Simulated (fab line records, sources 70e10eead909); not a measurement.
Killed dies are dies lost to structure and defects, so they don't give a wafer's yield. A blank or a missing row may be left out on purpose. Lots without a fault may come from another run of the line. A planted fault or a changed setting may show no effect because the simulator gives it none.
Problem report in the 8D (eight disciplines) form, filled by code | flow nand_harc | the parts of the form that need people (team, actions taken, sign-off) are left out

1. THE PROBLEM
thk_nm at NHARC_A_ONON_D2_THK_MEAS_02 reads a mean of 1298 nm on 5 wafers of 3 lots; wafers without a fault read 1002 nm with a standard deviation of 13. That is +23 standard deviations from the usual mean.
The step: measures by ellipsometry.
First seen on wafer L924.3, day 18 14:09, on film_metro-01. The record holds 41 wafers of 14 lots with a number at this step. Rule for "out", or "out of limits": more than 4 standard deviations from the usual mean. The other wafers with a number count as sound.

2. WHAT IT IS AND WHAT IT IS NOT
question                    | is                                     | is not
which readings at this step | thk_nm                                 | -
which lots                  | L924, L926, L928                       | L911, L912, L914, L915, L916, L918, L920, L922, L923, L932, L933
which wafers of those lots  | L924.3, L926.3, L926.6, L928.3, L928.6 | L924.2, L924.5, L928.5
read on which gauges        | film_metro-01, film_metro-02           | -
when                        | from day 18 14:09                      | up to then (29 sound wafers); but 7 sound wafers of L928, L932, L933 came after

3. SUSPECTS, AND WHAT RULES EACH OUT
Counting: a tool at a process step up to the reading stays a suspect if it ran every lot that is out. Sound lots after the first of them don't rule it out here, since some wafers of a struck lot are sound.
- the gauge at NHARC_A_ONON_D2_THK_MEAS_02: ruled out. The wafers that are out were read on 2 gauges (film_metro-01, film_metro-02).
- ald_sin_batch-03 at NHARC_A_CHANNEL_FILL_D1_ALD_15 (deposits SiNx, target thk 2 nm, pulse time 60 s, ald cycles 19): kept. It ran every lot that is out, first L924 (day 17 05:07); its last sound lot up to then is L923 (day 16 12:46). NHARC_A_CHANNEL_FILL_D1_ALD_15 gives no start for some lots, so the hours and the order of its lots are those of NHARC_A_CHANNEL_FILL_D1_CMP_10.
- pecvd_onon-02 at NHARC_A_ONON_D2_DEP_00 (target thk 1000 nm): kept. It ran every lot that is out, first L924 (day 18 13:42); its last sound lot up to then is L922 (day 17 13:15).
Left after counting: ald_sin_batch-03 at NHARC_A_CHANNEL_FILL_D1_ALD_15, pecvd_onon-02 at NHARC_A_ONON_D2_DEP_00.

4. THE CAUSE (what the simulator had put in)
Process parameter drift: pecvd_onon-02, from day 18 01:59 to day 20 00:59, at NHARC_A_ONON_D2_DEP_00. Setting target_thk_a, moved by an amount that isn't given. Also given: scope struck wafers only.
Counting left 2 suspects, and this tool is among them.

5. THE CHAIN OF EFFECTS, in route order
Each row: a reading whose mean over the struck wafers that have a number lies more than 3 standard deviations from the usual. Only readings for which the record gives a usual standard deviation are gone through. hours: the time from each lot's start at the first step in this table that gives one to its start at this step, as a median over the lots. sigmas: the change in usual standard deviations.
hours | step                        | reading | usual   | on struck wafers | change | sigmas
0     | NHARC_A_ONON_D2_THK_MEAS_02 | thk_nm  | 1002 nm | 1298             | +296   | +23

6. WHAT WOULD HAVE CAUGHT IT SOONER
In this record the first reading out of limits at a measuring or inspecting step was taken at day 18 14:09, 12 hours after the fault began at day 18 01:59.
Of the lots that are out (3), L926, L928 began NHARC_A_ONON_D2_DEP_00 on pecvd_onon-02 after day 18 14:09. A hold on the tool at that time would have spared those 2.
